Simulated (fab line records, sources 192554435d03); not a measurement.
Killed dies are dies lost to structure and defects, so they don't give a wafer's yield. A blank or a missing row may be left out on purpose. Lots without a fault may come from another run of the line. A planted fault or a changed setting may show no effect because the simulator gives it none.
fab line records | flow n5_finfet
record lots=24 wafers=72 last_day=18
route steps=1938 shown BEOL_M7@1311 BEOL_M8@1349 BEOL_M9@1402
lots that met no fault: from a run of the same line without faults
start_h: hours from the record's first day to the start of the lot's first wafer shown | wait_h: hours since the lot's step before | " the same as in the row above | L1.1+2: a row that stands for several wafers | - no value, or no start given | * or withheld: withheld | < > ~ a bound
route shown NAME@n: a module of which the file shows steps, and the number in the route of the first | usual: mean/standard deviation of fault-free wafers | same: alike in all rows | chamber/n: place in a boat | sites: the reading at each site | _std_site: their standard deviation | _edge_site: outer sites' mean less inner sites' | radius_mm: how far each site lies from the wafer's centre | mask NAME#n: copy n | behind: the tool/chamber that last shaped the wafer | hold: why the lot was held/for how many hours/how that ended | device: the transistor (n, p or np) that didn't switch | end of line: the same wafers' tests at the end of the route | a step without rows: its recipe alone | killed: dies lost to structure and defects at the first sort, not the wafer's yield | map: a wafer's dies, x killed, . not, _ none there
set.NAME: the setting as run; set.NAME@STEP: as run at that earlier step | model.NAME: the simulator's own value behind a step, which no gauge read
steps of the route over a sample of lots; a table a step, a row a wafer
services: from which hour (start_h, from the record's first day; less than 0 if before it) a tool's chamber was out of use, for how many hours, and why
## steps
# step N5_BEOL_M7_OCD_MEAS_38
# usual trench_depth_nm=92.7/1.4
# columns lot.wafer tool chamber start_h wait_h trench_depth_nm
L074.1 ocd-02 - 199.17 - 92.7
L074.4 " - " " 92.0
L074.5 " - " " 91.9
L076.1 ocd-02 - 211.49 - 93.7
L076.3 " - " " 92.9
L076.5 " - " " 92.8
L075.3 ocd-02 - 230.60 - 92.6
L075.5 " - " " 91.0
L075.6 " - " " 93.2
L078.1 ocd-02 - 233.26 - 94.0
L078.4 " - " " 91.7
L078.5 " - " " 89.5
L077.1 ocd-01 - 243.73 - 92.6
L077.5 " - " " 92.5
L077.6 " - " " 92.1
L083.1 ocd-02 - 256.31 - 91.7
L083.2 " - " " 90.1
L083.5 " - " " 94.6
L079.2 ocd-01 - 259.32 - 90.4
L079.4 " - " " 94.9
L079.6 " - " " 89.5
L081.1 ocd-01 - 264.74 - 94.5
L081.2 " - " " 90.4
L081.5 " - " " 92.1
L080.1 ocd-02 - 269.90 - 90.1
L080.2 " - " " 94.6
L080.5 " - " " 94.2
L084.1 ocd-02 - 279.24 - 92.3
L084.4 " - " " 92.9
L084.5 " - " " 92.2
L082.2 ocd-01 - 279.49 - 92.3
L082.4 " - " " 92.4
L082.5 " - " " 94.1
L087.3 ocd-01 - 279.89 - 91.5
L087.5 " - " " 92.9
L087.6 " - " " 93.4
L085.2 ocd-02 - 290.71 - 90.7
L085.5 " - " " 92.5
L085.6 " - " " 92.3
L086.1 ocd-02 - 296.75 - 93.9
L086.3 " - " " 90.5
L086.4 " - " " 92.6
L090.1 ocd-02 - 302.55 - 94.9
L090.4 " - " " 93.1
L090.5 " - " " 93.2
L088.1 ocd-01 - 302.94 - 91.6
L088.2 " - " " 92.9
L088.3 " - " " 94.6
L089.1 ocd-02 - 310.66 - 94.0
L089.4 " - " " 92.2
L089.6 " - " " 92.1
L091.1 ocd-01 - 325.18 - 90.9
L091.4 " - " " 90.9
L091.5 " - " " 92.5
L092.1 ocd-01 - 327.44 - 93.2
L092.4 " - " " 93.1
L092.5 " - " " 90.4
L093.1 ocd-01 - 331.43 - 94.9
L093.4 " - " " 90.1
L093.6 " - " " 94.6
L096.1 ocd-01 - 334.19 - 93.1
L096.3 " - " " 94.0
L096.5 " - " " 94.4
L094.1 ocd-01 - 334.61 - 94.5
L094.5 " - " " 94.1
L094.6 " - " " 90.7
L095.3 ocd-02 - 338.36 - 92.4
L095.5 " - " " 94.4
L095.6 " - " " 92.8
L097.2 ocd-01 - 358.42 - 94.7
L097.4 " - " " 94.4
L097.6 " - " " 90.1
# step N5_BEOL_M8_ETCH_61
# recipe chemistry=CF4 target=SiARC target_depth_a=455 mask_material=CAR-ArF time_s=75.8 ion_energy_ev=80 pressure_mtorr=40 source_w=545 bias_w=36 Ar_flow_sccm=100 cf4_flow_sccm=100 ends=cleared
# usual drypump_motor_current_A=5.8/0.42 etch_rf_on_time_s=75.4/1 oes_product_au=0.68/0.063 rf_vpp_V=184.1/1.1 showerhead_plenum_p_Torr=2.15/0.058 throttle_valve_pct=15.7/0.3
# columns lot.wafer tool chamber start_h wait_h drypump_motor_current_A etch_rf_on_time_s oes_product_au rf_hours_counter_h rf_vpp_V showerhead_plenum_p_Torr throttle_valve_pct
L074.1 rie_diel-06 0 203.33 0.0 5.7 76.1 0.64 146 183.4 2.15 15.7
L074.4 " 2 " " 6.8 76.4 0.63 186 185.9 2.14 16.1
L074.5 " 0 " " 5.8 76.2 0.64 - 183.7 2.15 15.7
L076.1 rie_diel-06 3 219.08 0.0 5.4 74.1 0.71 99 183.8 2.16 15.4
L076.3 " 1 " " 5.8 74.8 0.70 94 182.8 2.08 15.8
L076.5 " 2 " " 6.8 76.2 0.62 - 183.7 2.13 16.1
L075.3 rie_diel-01 2 237.79 0.0 5.9 75.8 0.61 207 184.3 2.21 15.9
L075.5 " 2 " " 5.8 75.7 0.61 - 186.4 2.21 15.9
L075.6 " 1 " " 5.5 74.2 0.68 - 184.5 2.15 15.3
L078.1 rie_diel-01 0 238.19 0.0 5.5 74.7 0.74 53 184.4 2.10 15.9
L078.4 " 1 " " 5.5 72.9 0.69 128 184.2 2.15 15.3
L078.5 " 2 " " 5.9 74.8 0.61 - 184.6 2.21 15.9
L077.1 rie_diel-01 3 248.72 0.0 6.1 75.8 0.75 29 183.9 2.10 15.2
L077.5 " 0 " " 5.5 76.2 0.72 - 183.5 2.09 15.9
L077.6 " 2 " " 5.9 77.0 0.60 - 184.6 2.21 15.9
L083.1 rie_diel-06 2 260.84 0.0 6.8 77.1 0.62 206 182.6 2.13 16.1
L083.2 " 0 " " 5.8 76.0 0.63 164 183.6 2.14 15.7
L083.5 " 2 " " 6.8 76.8 0.61 - 185.1 2.13 16.2
L079.2 rie_diel-01 1 265.48 0.0 5.5 74.4 0.67 137 183.1 2.15 15.3
L079.4 " 0 " " 5.4 75.8 0.72 63 183.7 2.09 15.9
L079.6 " 2 " " 5.9 75.9 0.60 - 184.3 2.21 15.9
L081.1 rie_diel-06 0 270.99 0.0 5.8 76.3 0.63 167 185.1 2.14 15.7
L081.2 " 3 " " 5.4 75.0 0.69 117 183.8 2.15 15.5
L081.5 " 2 " " 6.9 77.5 0.61 - 184.6 2.13 16.2
L080.1 rie_diel-06 3 274.06 0.0 5.4 75.4 0.69 119 184.0 2.15 15.5
L080.2 " 0 " " 5.7 76.2 0.63 169 182.8 2.14 15.8
L080.5 " 0 " " 5.8 75.7 0.63 - 183.7 2.14 15.8
L084.1 rie_diel-01 2 285.05 0.0 5.8 75.3 0.60 223 185.0 2.21 15.9
L084.4 " 3 " " 6.1 75.1 0.74 41 183.1 2.09 15.2
L084.5 " 1 " " 5.5 74.1 0.67 - 184.7 2.15 15.3
L082.2 rie_diel-03 1 285.11 0.0 5.8 77.0 0.72 71 185.8 2.26 15.4
L082.4 " 2 " " 5.7 76.7 0.65 - 184.5 2.23 15.8
L082.5 " 0 " " 6.0 74.6 0.86 - 184.6 2.20 15.5
L087.3 rie_diel-01 3 285.86 0.0 6.1 74.9 0.73 41 181.7 2.09 15.2
L087.5 " 2 " " 5.8 74.9 0.60 - 185.1 2.21 15.9
L087.6 " 3 " " 6.1 74.4 0.73 - 183.1 2.09 15.2
L085.2 rie_diel-06 2 296.80 0.0 6.8 76.9 0.61 222 182.9 2.12 16.2
L085.5 " 1 " " 5.8 74.8 0.67 - 183.7 2.07 15.9
L085.6 " 2 " " 6.8 76.9 0.60 - 183.1 2.12 16.2
L086.1 rie_diel-01 3 303.16 0.0 6.1 74.3 0.73 46 183.9 2.09 15.2
L086.3 " 2 " " 5.9 76.2 0.60 229 184.7 2.20 15.9
L086.4 " 1 " " 5.5 74.3 0.66 150 184.1 2.14 15.3
L090.1 rie_diel-01 0 307.76 0.0 5.5 75.5 0.70 78 184.3 2.09 15.9
L090.4 " 1 " " 5.5 73.8 0.66 152 184.0 2.14 15.3
L090.5 " 3 " " 6.1 75.1 0.71 - 183.9 2.09 15.2
L088.1 rie_diel-01 2 308.88 0.0 5.8 74.8 0.60 232 184.3 2.20 15.9
L088.2 " 3 " " 6.1 74.8 0.72 48 182.8 2.09 15.2
L088.3 " 1 " " 5.5 74.2 0.67 152 183.3 2.14 15.4
L089.1 rie_diel-03 2 317.87 0.0 5.7 75.1 0.65 155 185.7 2.22 15.8
L089.4 " 3 " " 5.1 76.3 0.82 7 186.9 2.28 15.4
L089.6 " 3 " " 5.1 75.5 0.83 - 183.9 2.28 15.4
L091.1 rie_diel-06 0 331.50 0.0 5.7 76.4 0.61 192 182.3 2.13 15.8
L091.4 " 2 " " 6.8 76.7 0.59 236 184.0 2.12 16.2
L091.5 " 1 " " 5.8 74.4 0.67 - 184.2 2.06 15.9
L092.1 rie_diel-03 0 332.54 0.0 6.0 73.8 0.81 18 184.4 2.19 15.6
L092.4 " 0 " " 6.0 74.0 0.81 - 184.5 2.19 15.6
L092.5 " 3 " " 5.1 75.6 0.81 - 185.7 2.28 15.4
L093.1 rie_diel-06 1 336.71 0.0 5.8 74.5 0.66 132 183.3 2.06 15.9
L093.4 " 3 " " 5.4 75.1 0.68 143 184.7 2.14 15.5
L093.6 " 1 " " 5.8 74.4 0.66 - 183.1 2.06 15.9
L096.1 rie_diel-01 3 339.11 0.0 6.1 75.9 0.70 59 182.1 2.09 15.2
L096.3 " 1 " " 5.5 74.8 0.65 163 185.8 2.14 15.4
L096.5 " 3 " " 6.1 75.3 0.70 - 183.9 2.09 15.2
L094.1 rie_diel-06 3 339.64 0.0 5.4 74.8 0.67 144 183.0 2.14 15.5
L094.5 " 3 " " 5.4 74.3 0.67 - 184.9 2.14 15.5
L094.6 " 0 " " 5.7 76.7 0.61 - 184.5 2.13 15.8
L095.3 rie_diel-03 1 344.55 0.0 5.8 76.6 0.70 93 185.5 2.25 15.4
L095.5 " 2 " " 5.6 76.4 0.64 - 185.1 2.22 15.8
L095.6 " 3 " " 5.1 75.3 0.80 - 185.9 2.27 15.4
L097.2 rie_diel-01 0 363.66 0.0 5.5 75.7 0.69 99 182.7 2.08 16.0
L097.4 " 0 " " 5.5 76.3 0.68 - 183.1 2.08 16.0
L097.6 " 1 " " 5.5 74.4 0.65 - 183.4 2.14 15.4
# step N5_BEOL_M8_ETCH_65
# recipe chemistry=CF4 target=SiARC target_depth_a=156 mask_material=CAR-EUV time_s=26 ion_energy_ev=80 pressure_mtorr=40 source_w=545 bias_w=36 Ar_flow_sccm=100 cf4_flow_sccm=100 ends=cleared
# usual drypump_motor_current_A=5.8/0.43 etch_rf_on_time_s=26.0/0.39 oes_product_au=0.67/0.06 rf_vpp_V=184.1/1.3 showerhead_plenum_p_Torr=2.15/0.069 throttle_valve_pct=15.71/0.28
# columns lot.wafer tool chamber start_h wait_h drypump_motor_current_A etch_rf_on_time_s oes_product_au rf_hours_counter_h rf_vpp_V showerhead_plenum_p_Torr throttle_valve_pct
L074.1 rie_diel-03 0 206.30 0.0 6.0 25.9 0.61 231 185.0 2.20 16.00
L074.4 " 3 " " 5.1 26.4 0.59 229 182.4 2.03 15.84
L074.5 " 3 " " 5.1 26.4 0.60 - 182.2 2.03 15.84
L076.1 rie_diel-03 2 220.81 0.0 5.7 26.2 0.67 120 186.8 2.23 15.75
L076.3 " 0 " " 6.0 26.1 0.59 236 185.7 2.20 16.00
L076.5 " 1 " " 5.8 26.3 0.74 - 185.4 2.27 15.33
L075.3 rie_diel-06 2 239.03 0.0 6.8 26.3 0.62 199 184.4 2.13 16.13
L075.5 " 3 " " 5.4 25.6 0.70 - 184.3 2.16 15.45
L075.6 " 2 " " 6.8 26.0 0.62 - 183.2 2.13 16.14
L078.1 rie_diel-01 0 239.54 0.0 5.4 26.3 0.72 55 182.5 2.10 15.87
L078.4 " 2 " " 5.9 26.2 0.61 208 186.4 2.21 15.87
L078.5 " 3 " " 6.1 26.0 0.75 - 184.6 2.10 15.18
L077.1 rie_diel-06 0 249.95 0.0 5.8 26.1 0.63 161 183.9 2.14 15.75
L077.5 " 0 " " 5.8 26.1 0.63 - 185.9 2.14 15.75
L077.6 " 1 " " 5.8 25.7 0.69 - 182.5 2.07 15.87
L083.1 rie_diel-03 1 264.31 0.0 5.8 26.1 0.73 63 185.5 2.26 15.34
L083.2 " 2 " " 5.7 26.1 0.65 135 185.0 2.23 15.79
L083.5 " 2 " " 5.6 26.3 0.65 - 184.5 2.23 15.80
L079.2 rie_diel-01 1 270.15 0.0 5.5 25.3 0.67 138 183.1 2.15 15.33
L079.4 " 0 " " 5.4 25.9 0.72 65 185.0 2.09 15.90
L079.6 " 0 " " 5.5 26.0 0.70 - 185.4 2.09 15.89
L081.1 rie_diel-03 3 272.63 0.0 5.1 26.7 0.58 250 182.0 2.03 15.87
L081.2 " 2 " " 5.6 26.1 0.66 139 186.1 2.23 15.80
L081.5 " 1 " " 5.8 26.2 0.72 - 186.0 2.26 15.36
L080.1 rie_diel-03 3 275.09 0.0 5.1 26.4 0.58 252 182.1 2.03 15.91
L080.2 " 1 " " 5.8 26.1 0.72 68 184.6 2.26 15.37
L080.5 " 3 " " 5.1 26.4 0.58 - 181.9 2.03 15.88
L084.1 rie_diel-03 1 288.57 0.0 5.8 26.4 0.71 72 184.0 2.26 15.37
L084.4 " 2 " " 5.6 26.0 0.66 - 185.8 2.23 15.80
L084.5 " 1 " " 5.8 26.5 0.70 - 186.4 2.26 15.37
L082.2 rie_diel-06 2 288.91 0.0 6.8 26.6 0.61 218 183.7 2.12 16.16
L082.4 " 3 " " 5.4 25.7 0.69 126 183.8 2.15 15.52
L082.5 " 1 " " 5.8 25.7 0.69 - 181.5 2.07 15.89
L087.3 rie_diel-06 0 289.31 0.0 5.8 26.5 0.62 176 183.4 2.14 15.78
L087.5 " 2 " " 6.8 26.9 0.60 - 184.5 2.12 16.16
L087.6 " 3 " " 5.4 25.8 0.69 - 184.7 2.15 15.49
L085.2 rie_diel-06 1 298.69 0.0 5.8 25.6 0.68 117 184.5 2.07 15.89
L085.5 " 0 " " 5.7 26.4 0.62 - 184.3 2.13 15.78
L085.6 " 3 " " 5.4 25.8 0.68 - 184.1 2.15 15.51
L086.1 rie_diel-06 0 304.32 0.0 5.8 25.8 0.62 182 183.5 2.13 15.78
L086.3 " 3 " " 5.4 25.5 0.69 132 185.0 2.15 15.51
L086.4 " 1 " " 5.8 25.5 0.68 119 181.6 2.07 15.89
L088.1 rie_diel-06 2 310.50 0.0 6.8 26.0 0.61 227 184.1 2.12 16.19
L088.2 " 0 " " 5.7 26.1 0.62 185 182.9 2.13 15.79
L088.3 " 3 " " 5.4 25.3 0.68 134 184.3 2.15 15.51
L090.1 rie_diel-03 0 310.73 0.0 6.0 25.7 0.81 11 184.9 2.19 15.55
L090.4 " 3 " " 5.1 26.1 0.83 3 185.8 2.28 15.38
L090.5 " 2 " " 5.7 26.1 0.65 - 185.2 2.22 15.81
L089.1 rie_diel-01 2 319.59 0.0 5.9 26.0 0.59 235 185.0 2.20 15.90
L089.4 " 0 " " 5.5 26.0 0.70 81 182.5 2.09 15.93
L089.6 " 2 " " 5.9 26.0 0.59 - 186.6 2.20 15.91
L091.1 rie_diel-03 1 333.81 0.0 5.8 26.1 0.69 88 185.1 2.25 15.41
L091.4 " 1 " " 5.8 26.3 0.70 - 187.0 2.25 15.40
L091.5 " 3 " " 5.1 25.9 0.81 - 184.0 2.28 15.41
L092.1 rie_diel-06 0 333.99 0.0 5.7 26.1 0.61 193 185.0 2.13 15.80
L092.4 " 1 " " 5.7 25.5 0.66 131 183.1 2.06 15.91
L092.5 " 1 " " 5.8 25.8 0.66 - 183.9 2.06 15.91
L093.1 rie_diel-01 2 338.37 0.0 5.8 26.0 0.59 242 185.3 2.20 15.92
L093.4 " 0 " " 5.4 25.8 0.70 88 183.6 2.08 15.94
L093.6 " 0 " " 5.5 25.9 0.69 - 183.6 2.08 15.95
L096.1 rie_diel-06 2 343.89 0.0 6.8 26.5 0.59 238 184.5 2.12 16.20
L096.3 " 1 " " 5.8 26.0 0.66 135 183.2 2.06 15.92
L096.5 " 0 " " 5.8 26.6 0.60 - 183.0 2.13 15.81
L094.1 rie_diel-01 3 344.12 0.0 6.1 25.9 0.70 62 183.9 2.08 15.25
L094.5 " 1 " " 5.5 25.5 0.65 - 184.4 2.14 15.37
L094.6 " 0 " " 5.5 26.3 0.69 - 183.4 2.08 15.95
L095.3 rie_diel-06 2 345.57 0.0 6.8 26.3 0.59 239 183.2 2.12 16.24
L095.5 " 2 " " 6.8 26.4 0.59 - 182.8 2.12 16.23
L095.6 " 1 " " 5.7 25.5 0.67 - 182.9 2.06 15.93
L097.2 rie_diel-01 1 364.69 0.0 5.5 25.4 0.65 173 183.4 2.14 15.39
L097.4 " 0 " " 5.4 26.1 0.67 - 182.1 2.08 15.98
L097.6 " 1 " " 5.5 25.1 0.65 - 185.4 2.14 15.38
# step N5_BEOL_M8_ANNEAL_51
# recipe temp_c=225 time_s=90 ambient=N2
# usual wafer_temp_C_max=226.0/0.37
# same time_s=90
# columns lot.wafer tool chamber start_h wait_h wafer_temp_C_max
L074.1 rtp_anneal-01 0 209.01 0.1 226.0
L074.4 " 0 " " 225.6
L074.5 " 0 " " 225.6
L076.1 rtp_anneal-02 0 223.35 0.2 226.3
L076.3 " 0 " " 225.5
L076.5 " 0 " " 226.7
L075.3 rtp_anneal-02 0 244.68 0.2 226.6
L075.5 " 0 " " 225.9
L075.6 " 0 " " 226.0
L078.1 rtp_anneal-01 0 244.83 0.2 225.9
L078.4 " 0 " " 225.9
L078.5 " 0 " " 225.8
L077.1 rtp_anneal-02 0 252.71 0.5 226.1
L077.5 " 0 " " 226.4
L077.6 " 0 " " 226.2
L083.1 rtp_anneal-02 0 268.37 0.4 226.1
L083.2 " 0 " " 226.2
L083.5 " 0 " " 225.8
L079.2 rtp_anneal-02 0 272.87 0.1 226.6
L079.4 " 0 " " 226.8
L079.6 " 0 " " 226.4
L081.1 rtp_anneal-02 0 276.68 0.5 226.7
L081.2 " 0 " " 226.5
L081.5 " 0 " " 226.6
L080.1 rtp_anneal-01 0 278.79 0.2 225.9
L080.2 " 0 " " 225.9
L080.5 " 0 " " 226.1
L084.1 rtp_anneal-02 0 291.42 0.8 226.0
L084.4 " 0 " " 226.1
L084.5 " 0 " " 226.6
L082.2 rtp_anneal-01 0 291.72 1.0 225.8
L082.4 " 0 " " 226.0
L082.5 " 0 " " 225.7
L087.3 rtp_anneal-02 0 292.32 1.0 226.6
L087.5 " 0 " " 226.4
L087.6 " 0 " " 226.9
L085.2 rtp_anneal-02 0 301.01 0.3 226.1
L085.5 " 0 " " 226.3
L085.6 " 0 " " 226.3
L086.1 rtp_anneal-01 0 307.06 0.1 226.0
L086.3 " 0 " " 226.0
L086.4 " 0 " " 225.8
L088.1 rtp_anneal-02 0 314.25 0.1 225.9
L088.2 " 0 " " 226.9
L088.3 " 0 " " 226.0
L090.1 rtp_anneal-01 0 314.69 0.1 226.4
L090.4 " 0 " " 225.8
L090.5 " 0 " " 226.0
L089.1 rtp_anneal-01 0 322.74 0.9 225.9
L089.4 " 0 " " 226.1
L089.6 " 0 " " 225.7
L091.1 rtp_anneal-01 0 335.91 0.2 225.3
L091.4 " 0 " " 225.7
L091.5 " 0 " " 225.6
L092.1 rtp_anneal-02 0 336.39 0.4 226.5
L092.4 " 0 " " 226.0
L092.5 " 0 " " 226.5
L093.1 rtp_anneal-01 0 340.81 0.1 225.5
L093.4 " 0 " " 226.2
L093.6 " 0 " " 225.8
L096.1 rtp_anneal-01 0 345.67 0.1 225.9
L096.3 " 0 " " 225.6
L096.5 " 0 " " 225.7
L094.1 rtp_anneal-01 0 347.06 0.5 225.8
L094.5 " 0 " " 225.9
L094.6 " 0 " " 225.7
L095.3 rtp_anneal-02 0 347.93 0.1 225.9
L095.5 " 0 " " 226.1
L095.6 " 0 " " 226.4
L097.2 rtp_anneal-01 0 368.97 0.2 225.9
L097.4 " 0 " " 225.8
L097.6 " 0 " " 225.9
# step N5_BEOL_M8_DEP_56
# recipe material=SiCN target_thk_a=100 temp_c=withheld precursor=3MS/NH3 pressure_torr=3 rf_w=202 time_s=17.5
# usual showerhead_plenum_p_Torr=3.664/0.018 showerhead_vpp_V=887/36 throttle_valve_pct=9.1/0.61
# same time_s=17.5
# columns lot.wafer tool chamber start_h wait_h showerhead_plenum_p_Torr showerhead_vpp_V throttle_valve_pct
L074.1 pecvd-04 1 209.69 0.0 3.667 859 9.0
L074.4 " 1 " " 3.667 865 8.9
L074.5 " 0 " " 3.621 920 9.4
L076.1 pecvd-03 1 224.06 0.0 3.665 888 9.2
L076.3 " 2 " " 3.662 903 7.9
L076.5 " 1 " " 3.661 885 9.3
L075.3 pecvd-04 2 245.26 0.0 3.664 848 8.3
L075.5 " 2 " " 3.656 845 7.8
L075.6 " 0 " " 3.622 939 9.5
L078.1 pecvd-03 0 245.48 0.0 3.688 894 9.9
L078.4 " 0 " " 3.678 889 10.1
L078.5 " 2 " " 3.661 906 8.1
L077.1 pecvd-03 2 253.37 0.0 3.670 915 8.1
L077.5 " 0 " " 3.678 887 10.1
L077.6 " 1 " " 3.674 911 8.9
L083.1 pecvd-02 1 269.03 0.0 3.685 863 9.5
L083.2 " 2 " " 3.683 940 9.5
L083.5 " 1 " " 3.677 863 9.3
L079.2 pecvd-02 0 273.48 0.0 3.663 834 9.2
L079.4 " 1 " " 3.678 859 9.5
L079.6 " 0 " " 3.655 836 9.3
L081.1 pecvd-02 0 277.34 0.0 3.654 844 9.3
L081.2 " 2 " " 3.675 949 9.4
L081.5 " 0 " " 3.653 820 9.4
L080.1 pecvd-03 2 279.44 0.0 3.669 904 8.0
L080.2 " 0 " " 3.686 894 10.0
L080.5 " 2 " " 3.674 902 8.3
L084.1 pecvd-02 0 292.17 0.0 3.654 845 9.1
L084.4 " 2 " " 3.684 936 9.6
L084.5 " 0 " " 3.659 832 9.1
L082.2 pecvd-02 0 292.35 0.0 3.659 833 9.0
L082.4 " 2 " " 3.675 932 9.3
L082.5 " 0 " " 3.657 830 9.3
L087.3 pecvd-03 1 292.92 0.0 3.675 895 9.0
L087.5 " 0 " " 3.687 904 10.1
L087.6 " 1 " " 3.665 894 9.3
L085.2 pecvd-04 2 301.62 0.0 3.659 849 7.8
L085.5 " 1 " " 3.658 867 9.3
L085.6 " 2 " " 3.657 847 8.0
L086.1 pecvd-03 1 307.73 0.0 3.664 902 9.1
L086.3 " 1 " " 3.670 896 8.9
L086.4 " 0 " " 3.676 899 10.2
L088.1 pecvd-04 2 314.97 0.0 3.657 846 8.1
L088.2 " 0 " " 3.619 947 9.6
L088.3 " 1 " " 3.660 873 9.1
L090.1 pecvd-03 1 315.37 0.0 3.664 922 9.1
L090.4 " 0 " " 3.684 880 10.0
L090.5 " 1 " " 3.663 912 9.1
L089.1 pecvd-04 2 323.43 0.0 3.662 839 8.4
L089.4 " 2 " " 3.661 831 8.3
L089.6 " 1 " " 3.671 863 9.3
L091.1 pecvd-04 1 336.56 0.0 3.675 850 9.2
L091.4 " 2 " " 3.657 832 8.2
L091.5 " 1 " " 3.663 865 9.1
L092.1 pecvd-03 1 337.04 0.0 3.678 899 8.8
L092.4 " 2 " " 3.672 912 8.0
L092.5 " 0 " " 3.683 891 10.1
L093.1 pecvd-03 1 341.75 0.0 3.658 906 9.3
L093.4 " 2 " " 3.669 920 8.3
L093.6 " 0 " " 3.673 893 10.1
L096.1 pecvd-02 0 346.32 0.0 3.662 829 9.2
L096.3 " 1 " " 3.681 862 9.8
L096.5 " 1 " " 3.677 875 9.5
L094.1 pecvd-04 2 347.71 0.0 3.659 854 8.0
L094.5 " 2 " " 3.666 844 8.3
L094.6 " 1 " " 3.669 872 8.9
L095.3 pecvd-04 1 348.51 0.0 3.669 865 9.1
L095.5 " 0 " " 3.616 941 9.4
L095.6 " 2 " " 3.667 839 8.3
L097.2 pecvd-02 2 369.58 0.0 3.669 922 9.4
L097.4 " 1 " " 3.682 864 9.4
L097.6 " 0 " " 3.658 842 9.2
# step N5_BEOL_M9_CURE_71
# recipe temp_c=385 time_s=240 ambient=He/Ar material=SiCOH_lowk
# usual lamp_power_pct=52.32/0.054 wafer_temp_C_max=387.1/0.96
# same time_s=240
# columns lot.wafer tool chamber start_h wait_h lamp_power_pct wafer_temp_C_max
L074.1 uv_cure-03 0 209.92 0.0 52.31 388.8
L074.4 " 0 " " 52.31 387.9
L074.5 " 0 " " 52.27 387.5
L076.1 uv_cure-01 2 224.27 0.0 52.31 387.8
L076.3 " 2 " " 52.34 386.5
L076.5 " 2 " " 52.34 386.9
L075.3 uv_cure-03 0 245.63 0.2 52.22 387.8
L075.5 " 0 " " 52.37 388.0
L075.6 " 0 " " 52.35 388.9
L078.1 uv_cure-01 2 245.69 0.0 52.33 385.9
L078.4 " 2 " " 52.34 386.2
L078.5 " 2 " " 52.45 386.6
L077.1 uv_cure-02 1 253.58 0.0 52.36 386.7
L077.5 " 1 " " 52.49 387.9
L077.6 " 1 " " 52.38 386.8
L083.1 uv_cure-01 1 269.24 0.0 52.31 386.5
L083.2 " 1 " " 52.34 386.7
L083.5 " 1 " " 52.27 386.2
L079.2 uv_cure-02 0 273.77 0.1 52.34 386.2
L079.4 " 0 " " 52.32 386.2
L079.6 " 0 " " 52.30 386.9
L081.1 uv_cure-03 1 277.55 0.0 52.34 388.0
L081.2 " 1 " " 52.37 389.7
L081.5 " 1 " " 52.31 388.0
L080.1 uv_cure-03 0 279.65 0.0 52.32 387.6
L080.2 " 0 " " 52.30 388.6
L080.5 " 0 " " 52.34 388.6
L084.1 uv_cure-03 1 292.40 0.0 52.36 387.9
L084.4 " 1 " " 52.31 388.6
L084.5 " 1 " " 52.28 388.2
L082.2 uv_cure-01 0 292.83 0.3 52.29 386.8
L082.4 " 0 " " 52.31 386.7
L082.5 " 0 " " 52.27 387.5
L087.3 uv_cure-03 2 293.29 0.2 52.32 386.3
L087.5 " 2 " " 52.32 385.9
L087.6 " 2 " " 52.34 386.2
L085.2 uv_cure-03 0 302.13 0.3 52.34 388.5
L085.5 " 0 " " 52.31 387.8
L085.6 " 0 " " 52.22 388.0
L086.1 uv_cure-01 0 307.98 0.1 52.39 386.1
L086.3 " 0 " " 52.38 386.6
L086.4 " 0 " " 52.33 386.2
L088.1 uv_cure-03 2 315.18 0.0 52.30 387.1
L088.2 " 2 " " 52.25 386.1
L088.3 " 2 " " 52.24 385.9
L090.1 uv_cure-01 1 315.60 0.0 52.33 386.1
L090.4 " 1 " " 52.29 386.0
L090.5 " 1 " " 52.32 386.4
L089.1 uv_cure-02 0 323.66 0.0 52.35 386.6
L089.4 " 0 " " 52.29 386.6
L089.6 " 0 " " 52.33 386.2
L091.1 uv_cure-03 2 336.77 0.0 52.22 386.3
L091.4 " 2 " " 52.30 386.6
L091.5 " 2 " " 52.34 386.2
L092.1 uv_cure-02 0 337.28 0.1 52.33 386.8
L092.4 " 0 " " 52.32 386.1
L092.5 " 0 " " 52.26 386.3
L093.1 uv_cure-02 1 341.96 0.0 52.24 387.2
L093.4 " 1 " " 52.28 387.2
L093.6 " 1 " " 52.29 386.9
L096.1 uv_cure-02 2 346.53 0.0 52.34 388.9
L096.3 " 2 " " 52.34 387.5
L096.5 " 2 " " 52.40 388.3
L094.1 uv_cure-02 1 347.92 0.0 52.39 388.2
L094.5 " 1 " " 52.38 387.2
L094.6 " 1 " " 52.32 386.9
L095.3 uv_cure-03 2 348.88 0.2 52.33 386.1
L095.5 " 2 " " 52.24 386.4
L095.6 " 2 " " 52.34 386.3
L097.2 uv_cure-03 1 369.87 0.1 52.40 389.5
L097.4 " 1 " " 52.33 388.2
L097.6 " 1 " " 52.36 388.5
## services
# columns tool chamber start_h hours kind
uv_cure-03 - 180.55 2.6 repair
pecvd-03 2 188.00 18.4 repair
rie_diel-03 1 191.39 1.3 repair
uv_cure-01 - 191.61 6.0 pm
pecvd-03 - 205.57 2.8 pm
uv_cure-03 - 213.11 1.6 repair
pecvd-04 - 229.84 4.3 pm
pecvd-04 - 236.77 3.5 repair
uv_cure-02 - 238.24 6.0 pm
rie_diel-01 1 247.05 2.6 repair
rie_diel-03 3 247.54 9.3 repair
pecvd-04 - 257.15 0.9 repair
rie_diel-03 - 267.25 1.6 repair
uv_cure-03 - 271.63 2.1 pm
uv_cure-03 - 287.93 0.3 repair
pecvd-02 1 291.17 6.9 repair
pecvd-04 - 292.11 1.9 repair
uv_cure-01 - 299.81 3.4 pm
uv_cure-02 - 305.01 7.5 pm
pecvd-03 2 307.31 8.5 repair
pecvd-03 - 318.67 1.6 repair
uv_cure-01 - 318.78 1.0 pm
rie_diel-03 2 330.71 4.4 repair
pecvd-03 - 339.69 1.8 repair
## key
fault none
